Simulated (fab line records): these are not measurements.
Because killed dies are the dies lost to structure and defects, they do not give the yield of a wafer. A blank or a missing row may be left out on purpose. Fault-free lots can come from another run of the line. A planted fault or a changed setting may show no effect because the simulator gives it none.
fab line records + flow nand-harc
record
- lots=11
- wafers=33
- last-day=33
route steps=1302 shown P_M0@266 P_M1@290
lots that met no fault: from a run of the same line without faults
start-h: the number of hours between the record's first day and the start of the first shown wafer of the lot + wait-h: time in hours since the lot's previous step + " repeats the value in the row above + L1.1+2: one row covering several wafers at once + - no value, or no start given + * or withheld: withheld + < > ~ a bound
route shown NAME@n: names a module that has steps shown in the file, with the first one's number in the route + usual: average and standard deviation across the fault-free wafers + same: alike in all rows + chamber/n: place in a boat + sites: readings site by site + _std_site: the standard deviation of these + _edge_site: the outer-site mean with the inner-site mean subtracted + radius-mm: for every site, how far away it sits from the centre of the wafer + mask NAME#n: copy n + behind: the most recent tool/chamber to have shaped the wafer + hold: what put the lot on hold/how long, in hours/how the hold closed + device: which transistor (n, p or np) failed to switch + end of line: at the end of the route, the tests of the same wafers + for a step that has no rows: nothing shown but its recipe + killed: the dies lost at the first sort to structure and to defects; this is not the yield of the wafer + map: a wafer's dies, marking killed ones x, the rest . and places with no die _
set.NAME: the setting the step ran with; set.NAME@STEP: the setting that earlier step ran with + model.NAME: the simulator's own value behind a step, which no gauge read
route steps across a sampled set of lots; one table per step, one row per wafer
services: a tool's chamber out of use, with start hour (start-h, from the record's first day; less than 0 if before it), hours out, and reason
## steps
# step NHARC_P_M0_DESCUM_14
# recipe
- time-s=3
- o2-flow-sccm=200
- ar-flow-sccm=0
- bias-power-w=0
- chemistry=O2
# usual
- chamber-pressure-mTorr=60.00/0.063
- drypump-motor-current-A=5.8/0.35
- oes-product-au=0.996/0.01
- rf-vpp-V=57.7/0.85
- showerhead-plenum-p-Torr=1.89/0.048
- throttle-valve-pct=11.311/0.0084
| lot.wafer | tool        | chamber | start-h | wait-h | chamber-pressure-mTorr | drypump-motor-current-A | oes-product-au | rf-hours-counter-h | rf-vpp-V | showerhead-plenum-p-Torr | throttle-valve-pct |
|-----------|-------------|---------|---------|--------|------------------------|-------------------------|----------------|--------------------|----------|--------------------------|--------------------|
| L456.4    | rie-diel-08 | 2       | 146.22  | 0.1    | 59.97                  | 6.0                     | 0.998          | 19                 | 58.6     | 1.89                     | 11.336             |
| L456.6    | "           | 1       | "       | "      | 60.12                  | 5.8                     | 1.002          | -                  | 57.5     | 1.87                     | 11.315             |
| L456.5    | "           | 2       | "       | "      | 59.94                  | 6.0                     | 0.995          | -                  | 57.8     | 1.90                     | 11.309             |
| L457.2    | rie-diel-08 | 1       | 152.07  | 0.1    | 60.05                  | 5.9                     | 1.004          | 25                 | 58.0     | 1.87                     | 11.300             |
| L457.3    | "           | 2       | "       | "      | 60.05                  | 6.0                     | 0.994          | 20                 | 56.5     | 1.89                     | 11.315             |
| L457.1    | "           | 3       | "       | "      | 59.98                  | 6.2                     | 1.011          | 21                 | 57.7     | 1.86                     | 11.317             |
| L458.1    | rie-diel-08 | 0       | 162.37  | 0.1    | 59.99                  | 5.9                     | 1.007          | 23                 | 58.3     | 1.88                     | 11.310             |
| L458.2    | "           | 2       | "       | "      | 60.01                  | 6.0                     | 0.996          | 22                 | 58.9     | 1.89                     | 11.312             |
| L458.4    | "           | 3       | "       | "      | 59.96                  | 6.1                     | 1.017          | 22                 | 57.7     | 1.86                     | 11.307             |
| L460.3    | rie-diel-03 | 3       | 198.49  | 0.1    | 59.99                  | 5.1                     | 0.994          | 23                 | 57.4     | 1.90                     | 11.322             |
| L460.4    | "           | 0       | "       | "      | 60.07                  | 6.1                     | 0.990          | 25                 | 56.8     | 1.94                     | 11.316             |
| L460.5    | "           | 3       | "       | "      | 60.10                  | 5.1                     | 0.992          | -                  | 59.3     | 1.90                     | 11.317             |
| L461.1    | rie-diel-08 | 3       | 205.70  | 0.1    | 60.01                  | 6.2                     | 1.001          | 1                  | 56.0     | 1.86                     | 11.318             |
| L461.3    | "           | 0       | "       | "      | 59.99                  | 5.9                     | 0.996          | 1                  | 58.7     | 1.88                     | 11.311             |
| L461.5    | "           | 3       | "       | "      | 59.87                  | 6.1                     | 0.998          | -                  | 57.1     | 1.86                     | 11.313             |
| L462.1    | rie-diel-02 | 1       | 208.47  | 0.1    | 60.10                  | 6.2                     | 0.978          | 47                 | 57.0     | 1.77                     | 11.301             |
| L462.4    | "           | 2       | "       | "      | 60.05                  | 4.9                     | 1.001          | 34                 | 58.6     | 1.92                     | 11.300             |
| L462.5    | "           | 1       | "       | "      | 59.95                  | 6.2                     | 0.975          | -                  | 57.7     | 1.77                     | 11.313             |
| L463.4    | rie-diel-08 | 0       | 221.49  | 0.2    | 59.97                  | 5.8                     | 0.999          | 6                  | 57.9     | 1.87                     | 11.309             |
| L463.3    | "           | 1       | "       | "      | 59.96                  | 5.9                     | 0.987          | 5                  | 57.7     | 1.87                     | 11.307             |
| L463.2    | "           | 3       | "       | "      | 59.88                  | 6.1                     | 1.004          | 5                  | 56.5     | 1.86                     | 11.309             |
| L465.4    | rie-diel-08 | 1       | 238.32  | 0.1    | 59.93                  | 5.9                     | 0.984          | 9                  | 57.8     | 1.87                     | 11.307             |
| L465.2    | "           | 2       | "       | "      | 59.96                  | 6.0                     | 0.987          | 7                  | 57.0     | 1.89                     | 11.316             |
| L465.1    | "           | 3       | "       | "      | 60.04                  | 6.2                     | 0.991          | 8                  | 58.4     | 1.86                     | 11.298             |
| L466.1    | rie-diel-08 | 2       | 245.90  | 0.1    | 59.94                  | 6.0                     | 0.988          | 9                  | 57.4     | 1.89                     | 11.313             |
| L466.2    | "           | 3       | "       | "      | 59.96                  | 6.2                     | 1.001          | 10                 | 57.3     | 1.86                     | 11.304             |
| L466.5    | "           | 3       | "       | "      | 60.02                  | 6.2                     | 1.006          | -                  | 59.0     | 1.86                     | 11.308             |
| L473.4    | rie-diel-08 | 2       | 318.41  | 0.1    | 60.00                  | 6.0                     | 0.990          | 20                 | 57.1     | 1.89                     | 11.311             |
| L473.2    | "           | 3       | "       | "      | 60.08                  | 6.2                     | 0.998          | 20                 | 56.5     | 1.85                     | 11.297             |
| L473.3    | "           | 0       | "       | "      | 59.93                  | 5.9                     | 0.993          | 25                 | 57.8     | 1.87                     | 11.301             |
| L475.3    | rie-diel-08 | 0       | 340.33  | 0.1    | 59.97                  | 5.9                     | 0.986          | 29                 | 57.4     | 1.87                     | 11.327             |
| L475.1    | "           | 3       | "       | "      | 60.00                  | 6.2                     | 0.990          | 25                 | 58.5     | 1.85                     | 11.317             |
| L475.6    | "           | 1       | "       | "      | 59.95                  | 5.8                     | 0.989          | -                  | 57.4     | 1.86                     | 11.305             |
# step NHARC_P_M0_DEP_32
# recipe
- target-thk-a=300
- temp-c=370
- target-thk-nm=30
- pressure-torr=3
- flow-sccm=200
- rf-w=450
- material=SiCN
# usual
- chamber-pressure-Torr=2.999/0.0066
- heater-power-outer-w=330/54
- heater-power-w=580/78
| lot.wafer | tool     | chamber | start-h | wait-h | chamber-pressure-Torr | heater-power-outer-w | heater-power-w |
|-----------|----------|---------|---------|--------|-----------------------|----------------------|----------------|
| L456.6    | pecvd-01 | 2       | 148.96  | 0.2    | 3.007                 | 258                  | 505            |
| L456.5    | "        | 0       | "       | "      | 2.989                 | 296                  | 545            |
| L456.4    | "        | 1       | "       | "      | 3.009                 | 445                  | 795            |
| L457.3    | pecvd-04 | 2       | 154.68  | 0.1    | 3.001                 | 358                  | 613            |
| L457.2    | "        | 0       | "       | "      | 3.006                 | 389                  | 624            |
| L457.1    | "        | 1       | "       | "      | 3.006                 | 327                  | 567            |
| L458.2    | pecvd-04 | 0       | 164.99  | 0.1    | 2.997                 | 376                  | 639            |
| L458.1    | "        | 1       | "       | "      | 3.000                 | 277                  | 508            |
| L458.4    | "        | 2       | "       | "      | 3.008                 | 340                  | 604            |
| L460.3    | pecvd-01 | 0       | 202.09  | 0.1    | 3.002                 | 253                  | 498            |
| L460.4    | "        | 0       | "       | "      | 2.986                 | 256                  | 489            |
| L460.5    | "        | 1       | "       | "      | 2.993                 | 416                  | 740            |
| L461.3    | pecvd-04 | 0       | 208.36  | 0.1    | 3.003                 | 451                  | 722            |
| L461.1    | "        | 1       | "       | "      | 2.988                 | 266                  | 493            |
| L461.5    | "        | 1       | "       | "      | 2.995                 | 265                  | 482            |
| L462.1    | pecvd-02 | 2       | 211.14  | 0.1    | 2.987                 | 308                  | 533            |
| L462.5    | "        | 1       | "       | "      | 3.003                 | 306                  | 545            |
| L462.4    | "        | 2       | "       | "      | 3.003                 | 318                  | 526            |
| L463.2    | pecvd-01 | 1       | 224.65  | 0.1    | 2.991                 | 439                  | 792            |
| L463.3    | "        | 2       | "       | "      | 2.985                 | 316                  | 576            |
| L463.4    | "        | 0       | "       | "      | 3.004                 | 274                  | 518            |
| L465.1    | pecvd-02 | 1       | 241.00  | 0.1    | 2.993                 | 307                  | 550            |
| L465.2    | "        | 2       | "       | "      | 2.994                 | 382                  | 597            |
| L465.4    | "        | 0       | "       | "      | 3.010                 | 295                  | 522            |
| L466.2    | pecvd-04 | 1       | 248.52  | 0.1    | 2.991                 | 324                  | 546            |
| L466.1    | "        | 2       | "       | "      | 3.004                 | 307                  | 545            |
| L466.5    | "        | 1       | "       | "      | 2.991                 | 315                  | 540            |
| L473.2    | pecvd-02 | 1       | 321.03  | 0.1    | 2.990                 | 308                  | 571            |
| L473.3    | "        | 2       | "       | "      | 2.987                 | 379                  | 619            |
| L473.4    | "        | 0       | "       | "      | 2.999                 | 345                  | 598            |
| L475.3    | pecvd-01 | 0       | 342.98  | 0.1    | 3.001                 | 296                  | 560            |
| L475.1    | "        | 1       | "       | "      | 3.003                 | 354                  | 658            |
| L475.6    | "        | 1       | "       | "      | 3.000                 | 354                  | 658            |
# step NHARC_P_M1_SOFTBAKE_04
# recipe
- temp-c=105
- time-s=55
# usual
- exhaust-pa=45.0/0.94
- heater-power-total-W=188.44/0.14
| lot.wafer | tool           | chamber | start-h | wait-h | exhaust-pa | heater-power-total-W |
|-----------|----------------|---------|---------|--------|------------|----------------------|
| L456.4    | litho-track-06 | 0       | 149     | -      | 45.0       | 188.24               |
| L456.5    | "              | 0       | "       | "      | 46.2       | 188.42               |
| L456.6    | "              | 0       | "       | "      | 44.2       | 188.38               |
| L457.1    | litho-track-06 | 0       | 155     | -      | 44.7       | 188.43               |
| L457.2    | "              | 0       | "       | "      | 44.4       | 188.25               |
| L457.3    | "              | 0       | "       | "      | 46.8       | 188.32               |
| L458.1    | litho-track-04 | 0       | 165     | -      | 45.8       | 188.49               |
| L458.2    | "              | 0       | "       | "      | 45.1       | 188.44               |
| L458.4    | "              | 0       | "       | "      | 46.5       | 188.35               |
| L460.3    | litho-track-01 | 0       | 202     | -      | 44.6       | 188.70               |
| L460.4    | "              | 0       | "       | "      | 46.3       | 188.46               |
| L460.5    | "              | 0       | "       | "      | 46.3       | 188.38               |
| L461.1    | litho-track-06 | 0       | 209     | -      | 44.0       | 188.39               |
| L461.3    | "              | 0       | "       | "      | 44.2       | 188.40               |
| L461.5    | "              | 0       | "       | "      | 45.0       | 188.51               |
| L462.1    | litho-track-04 | 0       | 211     | -      | 44.8       | 188.42               |
| L462.4    | "              | 0       | "       | "      | 44.0       | 188.47               |
| L462.5    | "              | 0       | "       | "      | 43.7       | 188.74               |
| L463.2    | litho-track-06 | 0       | 225     | -      | 44.5       | 188.75               |
| L463.3    | "              | 0       | "       | "      | 45.0       | 188.51               |
| L463.4    | "              | 0       | "       | "      | 46.5       | 188.46               |
| L465.1    | litho-track-04 | 0       | 241     | -      | 45.6       | 188.35               |
| L465.2    | "              | 0       | "       | "      | 44.4       | 188.60               |
| L465.4    | "              | 0       | "       | "      | 44.3       | 188.26               |
| L466.1    | litho-track-04 | 0       | 249     | -      | 44.7       | 188.44               |
| L466.2    | "              | 0       | "       | "      | 44.7       | 188.62               |
| L466.5    | "              | 0       | "       | "      | 44.8       | 188.66               |
| L473.2    | litho-track-06 | 0       | 321     | -      | 44.4       | 188.28               |
| L473.3    | "              | 0       | "       | "      | 44.0       | 188.40               |
| L473.4    | "              | 0       | "       | "      | 44.8       | 193.04               |
| L475.1    | litho-track-01 | 0       | 343     | -      | 46.3       | 188.60               |
| L475.3    | "              | 0       | "       | "      | 45.6       | 188.59               |
| L475.6    | "              | 0       | "       | "      | 44.7       | 188.64               |
# step NHARC_P_M1_DESCUM_14
# recipe
- time-s=3
- o2-flow-sccm=200
- ar-flow-sccm=0
- bias-power-w=0
- chemistry=O2
# usual
- chamber-pressure-mTorr=60.01/0.053
- drypump-motor-current-A=5.8/0.52
- oes-product-au=1.000/0.012
- rf-vpp-V=57.8/0.76
- showerhead-plenum-p-Torr=1.90/0.059
- throttle-valve-pct=11.311/0.0094
| lot.wafer | tool        | chamber | start-h | wait-h | chamber-pressure-mTorr | drypump-motor-current-A | oes-product-au | rf-hours-counter-h | rf-vpp-V | showerhead-plenum-p-Torr | throttle-valve-pct |
|-----------|-------------|---------|---------|--------|------------------------|-------------------------|----------------|--------------------|----------|--------------------------|--------------------|
| L456.4    | rie-diel-12 | 0       | 150.29  | 0.1    | 60.05                  | 5.1                     | 1.023          | 3                  | 57.0     | 1.98                     | 11.308             |
| L456.5    | "           | 1       | "       | "      | 60.05                  | 6.1                     | 1.015          | -                  | 58.5     | 1.90                     | 11.309             |
| L456.6    | "           | 2       | "       | "      | 59.96                  | 6.2                     | 0.990          | -                  | 56.4     | 1.84                     | 11.320             |
| L457.2    | rie-diel-12 | 0       | 156.12  | 0.1    | 60.01                  | 5.1                     | 1.008          | 3                  | 58.3     | 1.98                     | 11.303             |
| L457.1    | "           | 2       | "       | "      | 59.94                  | 6.2                     | 0.999          | 3                  | 58.0     | 1.84                     | 11.317             |
| L457.3    | "           | 3       | "       | "      | 60.06                  | 6.5                     | 1.013          | 3                  | 58.2     | 1.94                     | 11.313             |
| L458.1    | rie-diel-10 | 2       | 166.30  | 0.1    | 60.08                  | 5.2                     | 1.006          | 8                  | 59.7     | 2.03                     | 11.315             |
| L458.2    | "           | 0       | "       | "      | 59.97                  | 6.0                     | 0.989          | 8                  | 56.9     | 1.88                     | 11.320             |
| L458.4    | "           | 1       | "       | "      | 60.06                  | 5.1                     | 0.992          | -                  | 58.0     | 1.87                     | 11.317             |
| L460.3    | rie-diel-12 | 1       | 203.49  | 0.1    | 59.96                  | 6.1                     | 1.013          | 7                  | 57.5     | 1.90                     | 11.316             |
| L460.4    | "           | 2       | "       | "      | 60.00                  | 6.2                     | 0.994          | 7                  | 57.3     | 1.84                     | 11.304             |
| L460.5    | "           | 3       | "       | "      | 59.98                  | 6.5                     | 1.021          | -                  | 58.7     | 1.94                     | 11.318             |
| L461.1    | rie-diel-12 | 3       | 209.78  | 0.1    | 60.09                  | 6.5                     | 1.039          | 6                  | 57.4     | 1.94                     | 11.310             |
| L461.3    | "           | 0       | "       | "      | 59.94                  | 5.1                     | 1.002          | 6                  | 58.2     | 1.98                     | 11.319             |
| L461.5    | "           | 3       | "       | "      | 59.87                  | 6.5                     | 1.018          | -                  | 57.9     | 1.94                     | 11.320             |
| L462.1    | rie-diel-12 | 0       | 212.53  | 0.1    | 60.06                  | 5.0                     | 0.995          | 7                  | 57.5     | 1.98                     | 11.299             |
| L462.4    | "           | 3       | "       | "      | 59.96                  | 6.5                     | 1.014          | 7                  | 58.4     | 1.94                     | 11.311             |
| L462.5    | "           | 0       | "       | "      | 60.00                  | 5.1                     | 0.990          | -                  | 57.7     | 1.98                     | 11.317             |
| L463.3    | rie-diel-10 | 0       | 226.09  | 0.1    | 60.06                  | 6.0                     | 0.994          | 15                 | 57.9     | 1.87                     | 11.299             |
| L463.2    | "           | 2       | "       | "      | 59.94                  | 5.3                     | 0.992          | 14                 | 58.7     | 2.02                     | 11.313             |
| L463.4    | "           | 3       | "       | "      | 59.97                  | 5.9                     | 0.998          | 11                 | 57.0     | 1.85                     | 11.298             |
| L465.1    | rie-diel-10 | 3       | 242.37  | 0.1    | 60.06                  | 5.9                     | 1.005          | 13                 | 57.9     | 1.85                     | 11.314             |
| L465.4    | "           | 0       | "       | "      | 59.98                  | 6.0                     | 0.988          | 16                 | 56.7     | 1.87                     | 11.312             |
| L465.2    | "           | 2       | "       | "      | 60.05                  | 5.2                     | 0.993          | 15                 | 59.5     | 2.02                     | 11.296             |
| L466.2    | rie-diel-12 | 2       | 249.82  | 0.1    | 60.05                  | 6.2                     | 0.990          | 9                  | 56.8     | 1.84                     | 11.313             |
| L466.1    | "           | 3       | "       | "      | 59.95                  | 6.5                     | 1.023          | 8                  | 56.7     | 1.94                     | 11.311             |
| L466.5    | "           | 2       | "       | "      | 59.98                  | 6.2                     | 0.984          | -                  | 56.7     | 1.84                     | 11.317             |
| L473.4    | rie-diel-11 | 1       | 322.35  | 0.1    | 59.99                  | 5.6                     | 1.005          | 22                 | 57.4     | 1.78                     | 11.304             |
| L473.2    | "           | 2       | "       | "      | 60.00                  | 5.3                     | 1.005          | 23                 | 59.0     | 1.85                     | 11.305             |
| L473.3    | "           | 3       | "       | "      | 59.93                  | 5.9                     | 0.979          | 19                 | 58.4     | 1.83                     | 11.322             |
| L475.1    | rie-diel-10 | 3       | 344.42  | 0.1    | 60.01                  | 5.9                     | 1.003          | 8                  | 58.4     | 1.85                     | 11.321             |
| L475.3    | "           | 0       | "       | "      | 60.08                  | 6.0                     | 0.981          | 8                  | 58.0     | 1.87                     | 11.306             |
| L475.6    | "           | 3       | "       | "      | 60.01                  | 5.9                     | 0.994          | -                  | 57.9     | 1.85                     | 11.305             |
## services
| tool           | chamber | start-h | hours | kind   |
|----------------|---------|---------|-------|--------|
| pecvd-01       | -       | 130.00  | 13.0  | pm     |
| pecvd-02       | 0       | 133.58  | 9.3   | repair |
| litho-track-01 | -       | 155.00  | 7.0   | pm     |
| rie-diel-02    | 0       | 156.25  | 9.1   | repair |
| rie-diel-10    | 3       | 162.04  | 31.1  | repair |
| rie-diel-12    | 3       | 165.12  | 2.9   | repair |
| rie-diel-02    | 1       | 166.55  | 2.4   | repair |
| rie-diel-02    | 3       | 176.76  | 7.7   | repair |
| litho-track-06 | -       | 179.00  | 7.0   | pm     |
| pecvd-02       | 0       | 183.52  | 20.4  | repair |
| rie-diel-11    | 3       | 189.91  | 5.3   | repair |
| rie-diel-08    | -       | 190.80  | 9.0   | pm     |
| litho-track-04 | -       | 203.00  | 7.0   | pm     |
| pecvd-02       | -       | 227.00  | 13.0  | pm     |
| rie-diel-10    | -       | 242.50  | 9.0   | pm     |
| pecvd-02       | -       | 245.64  | 1.5   | repair |
| rie-diel-12    | 2       | 254.69  | 1.7   | repair |
| rie-diel-08    | 2       | 260.28  | 2.6   | repair |
| rie-diel-12    | -       | 268.40  | 9.0   | pm     |
| pecvd-04       | -       | 269.38  | 13.0  | pm     |
| rie-diel-08    | 3       | 288.38  | 12.3  | repair |
| pecvd-01       | -       | 311.00  | 13.0  | pm     |
| rie-diel-12    | 2       | 318.46  | 9.1   | repair |
| litho-track-01 | -       | 330.00  | 7.0   | pm     |
## key
first-sign
- step=NHARC_P_M1_SOFTBAKE_04
- reading=heater-power-total-W
- direction=up
- sigmas=33
- usual=*
- struck=*
effect none on later readings
met-at NHARC_P_M1_SOFTBAKE_04
struck-lots L473
struck-wafers L473.4
not-acting-at NHARC_P_M0_DESCUM_14,NHARC_P_M0_DEP_32,NHARC_P_M1_DESCUM_14
onset-between 225 321
fault
- kind=process-parameter-drift
- tool=litho-track-06
- chamber=-
- onset-h=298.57
- steps=NHARC_P_M1_SOFTBAKE_04
- channel=time-s
- offset=*
- shape=step
- end-h=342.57
- scope=struck-wafers-only
- acts-in=*
- stated=*
